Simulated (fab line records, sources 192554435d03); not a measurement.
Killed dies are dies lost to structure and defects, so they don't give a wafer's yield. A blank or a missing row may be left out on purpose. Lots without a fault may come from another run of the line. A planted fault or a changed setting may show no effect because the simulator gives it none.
A struck lot beside a sound one | flow n5_finfet | 26 steps out of a route of 1938
Sound: wafers L510.2, L510.5, L510.6. Struck: wafers L505.1, L505.3, L505.4. The cause comes at the end.
At each step with rows: each side's tool, then ch and its chambers, then its first start. Under that, the readings that differ: sound wafers | struck wafers | difference of the means | sigmas: that difference in standard deviations of wafers without a fault.
alike: readings whose means differ by less than 2 such deviations, and words and numbers that are the same on both sides. not compared: withheld readings, readings that some wafer has no value for, bounds like >300 that may hide the same value, and numbers for which the record gives no deviation and whose values overlap.
The two part at a step that has a row with sigmas, a row that says differs or no value, or rows on one side only. Numbers that don't overlap but have no deviation are shown without sigmas and don't part them. A reading that every wafer of one side lacks parts them only if that side has two wafers or more.

first, 9 steps without rows for these wafers: N5_BEOL_M4_ILD_DEP_00 (deposits SiOC from DEMS/O2, target thk 79 nm, time 15.3 s); N5_BEOL_M4_PECVD_72 (deposits SiO2 from TEOS/O2, target thk 16 nm, time 18 s); N5_BEOL_M4_HM_DEP_02 (deposits TiN, target thk 20 nm); N5_BEOL_M4_COAT_61 (time 60 s, resist thk 60 nm); N5_BEOL_M4_COAT_62 (time 60 s, resist thk 12 nm); N5_BEOL_M4_COAT_73 (time 60 s, resist thk 5 nm); N5_BEOL_M4_COAT_05 (resist thk 30 nm); N5_BEOL_M4_EBR_07; N5_BEOL_M4_SOFTBAKE_06 (time 60 s).
N5_BEOL_M4_EXPOSE_08: exposes mask M4.
  sound on euv_scanner-02 ch 0, day 13 18:04; struck on euv_scanner-01 ch 0, day 12 12:38
  reading              | sound             | struck            | difference | sigmas
  exposure_dose_mJ_cm2 | 41.19 41.14 41.22 | 34.26 34.29 34.29 | -6.90      | -99 or more
  alike: mask
then, 2 steps without rows for these wafers: N5_BEOL_M4_PEB_09 (peb time 60 s); N5_BEOL_M4_DEVELOP_10 (develop time 30 s).
N5_BEOL_M4_CD_MEAS_11: target cd 16.79 nm.
  sound on cd_sem-01 ch 0, day 13 18:11; struck on cd_sem-03 ch 0, day 12 12:46
  reading    | sound             | struck            | difference | sigmas
  cd_nm (nm) | 16.39 16.65 16.75 | 12.35 12.92 12.78 | -3.91      | -16
then, 1 step without rows for these wafers: N5_BEOL_M4_DESCUM_16 (chemistry O2, time 7 s).
N5_BEOL_M4_ETCH_74: etches underlayer in N2/H2, target depth 6.5 nm, time 5.2 s.
  sound on rie_diel-05 ch 0,3, day 13 18:21; struck on rie_diel-03 ch 1,2,3, day 12 13:14
  reading                         | sound       | struck   | difference | sigmas
  model.BEOL_M4.cd_offset_nm (nm) | -0.4 0 -0.2 | -4 -4 -4 | -4         |
  alike: drypump_motor_current_A, etch_rf_on_time_s, h2_flow_sccm, oes_product_au, rf_vpp_V, showerhead_plenum_p_Torr, throttle_valve_pct
  not compared: rf_hours_counter_h
then, 5 steps without rows for these wafers: N5_BEOL_M4_ETCH_63 (etches SiARC in CF4, target depth 15.6 nm, time 26 s); N5_BEOL_M4_ETCH_64 (etches SOC in N2/H2, target depth 75 nm, overetch 22.5 nm, time 121.9 s); N5_BEOL_M4_STRIP_65 (strips in N2/H2); N5_BEOL_M4_STRIP_75 (strips in N2/H2); N5_BEOL_M4_STRIP_66 (strips in CF4).
N5_BEOL_M4_HM_OPEN_17: chemistry Cl2/BCl3, target TiN, target depth 20 nm, overetch 6 nm.
  sound on rie_metal-01 ch 0,1, day 13 18:34; struck on rie_metal-02 ch 0,1, day 12 13:27
  reading                         | sound       | struck     | difference | sigmas
  model.BEOL_M4.cd_offset_nm (nm) | -0.4 0 -0.6 | -4.2 -4 -4 | -3.7       |
  alike: drypump_motor_current_A, mfc_ar_sccm, oes_product_au, throttle_valve_pct
  not compared: rf_hours_counter_h
then, 1 step without rows for these wafers: N5_BEOL_M4_STRIP_19 (strips in O2).
N5_BEOL_M4_CD_MEAS_18: pitch 36 nm, target cd 18 nm.
  sound on cd_sem-03, day 13 18:46; struck on cd_sem-03, day 12 13:38
  reading    | sound             | struck            | difference | sigmas
  cd_nm (nm) | 17.83 18.10 17.62 | 13.97 13.82 13.82 | -3.98      | -13
then, 1 step without rows for these wafers: N5_BEOL_M4_COAT_67 (time 60 s, resist thk 60 nm).
N5_BEOL_M4_RC_MEAS_101:
  the record has rows for the sound wafers here (prober-02 ch 0, day 14 15:51) and none for the struck ones
-- the record jumps here: 6 days lie between the struck wafers' starts before and after (it left off in module BEOL_M4 and takes up again in module PASSIVATION, whose first step shown is number 1936 of the route) --
N5_PASSIVATION_PROBE_49:
  the record has rows for the struck wafers here (prober-01, day 18 09:22) and none for the sound ones

WHERE THEY PART
First at N5_BEOL_M4_EXPOSE_08; last, within this record, at N5_PASSIVATION_PROBE_49.

WHY: what the simulator had put in
Process parameter drift: euv_scanner-01, from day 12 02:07 on, at N5_BEOL_M4_EXPOSE_08. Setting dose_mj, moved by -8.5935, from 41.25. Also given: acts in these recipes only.
